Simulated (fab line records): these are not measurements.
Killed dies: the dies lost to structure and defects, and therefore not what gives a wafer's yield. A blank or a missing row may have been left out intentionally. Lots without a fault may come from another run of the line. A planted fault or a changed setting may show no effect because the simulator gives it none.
2 desks looking at one fault || flow n5-finfet || numbers are kept per desk, each desk with only its own; the story behind them comes last

== AT THE TOOL OWNER'S DESK: ald-metal-02 ==
The tool's own readings at N5_BEOL_M1_ALD_84 (deposits TaN, pulse time 2 s, purge time 3 s, co reactant purge time 2 s): means of the sampled wafers that have a number, for each lot that ran on this tool. Marked OUT: a lot whose mean sits more than 4 standard deviations from the usual mean, which makes it out of limits; the brackets give that distance.
Columns: A = heater-power-w at N5_BEOL_M1_ALD_84, usual 424 W
{"lot": "L638", "first seen here": "day 6 07:42", "A": 427}
{"lot": "L640", "first seen here": "day 6 21:08", "A": 390}
{"lot": "L645", "first seen here": "day 8 03:36", "A": 408}
{"lot": "L650", "first seen here": "day 9 08:31", "A": 409}
{"lot": "L653", "first seen here": "day 10 03:05", "A": 425}
Result from this desk: across the 5 lots, nothing is out of limits.

== AT THE METROLOGY DESK ==
Means of the sampled wafers that have a number, per lot and without regard to the tool the lot ran on: this is what the gauges read. Marked OUT: a lot whose mean sits more than 4 standard deviations from the usual mean, which makes it out of limits; the brackets give that distance. Readings shown: 7 of its 10, picked as those furthest out on some lot.
Columns: A = DIBL_N at N5_BEOL_M4_RC_MEAS_101, usual 36.0 mV/V; B = ION_N at N5_BEOL_M4_RC_MEAS_101, usual 675 uA/um; C = ION_P at N5_BEOL_M4_RC_MEAS_101, usual 464 uA/um; D = SS_N at N5_BEOL_M4_RC_MEAS_101, usual 71.5 mV/dec; E = SS_P at N5_BEOL_M4_RC_MEAS_101, usual 73.3 mV/dec; F = VT_N at N5_BEOL_M4_RC_MEAS_101, usual 250 mV; G = VT_P at N5_BEOL_M4_RC_MEAS_101, usual -249 mV
{"lot": "L638", "first seen here": "day 7 20:04", "A": 36.5, "B": 666, "C": 453, "D": 71.7, "E": 73.0, "F": 251, "G": -253}
{"lot": "L640", "first seen here": "day 8 07:10", "A": 34.9, "B": 675, "C": 460, "D": 71.4, "E": 72.7, "F": 252, "G": -252}
{"lot": "L643", "first seen here": "day 9 12:39", "A": 37.4, "B": 676, "C": 467, "D": 71.5, "E": 73.3, "F": 251, "G": -248}
{"lot": "L645", "first seen here": "day 9 17:04", "A": 37.2, "B": 665, "C": 465, "D": 71.9, "E": 73.6, "F": 249, "G": -244}
{"lot": "L648", "first seen here": "day 10 18:43", "A": 37.0, "B": 676, "C": 460, "D": 72.3, "E": 73.1, "F": 248, "G": -246}
{"lot": "L650", "first seen here": "day 10 22:04", "A": 35.9, "B": 684, "C": 472, "D": 71.1, "E": 73.2, "F": 249, "G": -251}
{"lot": "L653", "first seen here": "day 12 01:01", "A": 36.7, "B": 677, "C": 456, "D": 71.4, "E": 73.6, "F": 250, "G": -252}
{"lot": "L659", "first seen here": "day 13 06:37", "A": 33.4, "B": 670, "C": 467, "D": 71.1, "E": 73.1, "F": 253, "G": -248}
{"lot": "L658", "first seen here": "day 13 13:07", "A": 36.9, "B": 692, "C": 474, "D": 71.6, "E": 73.1, "F": 249, "G": -249}
{"lot": "L660", "first seen here": "day 13 15:26", "A": 35.6, "B": 668, "C": 462, "D": 71.4, "E": 73.0, "F": 251, "G": -248}
Result from this desk: across the 10 lots, nothing is out of limits.

== BROUGHT TOGETHER ==
Nothing out of limits was seen by the tool owner's desk.
Metrology desk: nothing out of limits seen.

== WHAT THE SIMULATOR HAD INSERTED ==
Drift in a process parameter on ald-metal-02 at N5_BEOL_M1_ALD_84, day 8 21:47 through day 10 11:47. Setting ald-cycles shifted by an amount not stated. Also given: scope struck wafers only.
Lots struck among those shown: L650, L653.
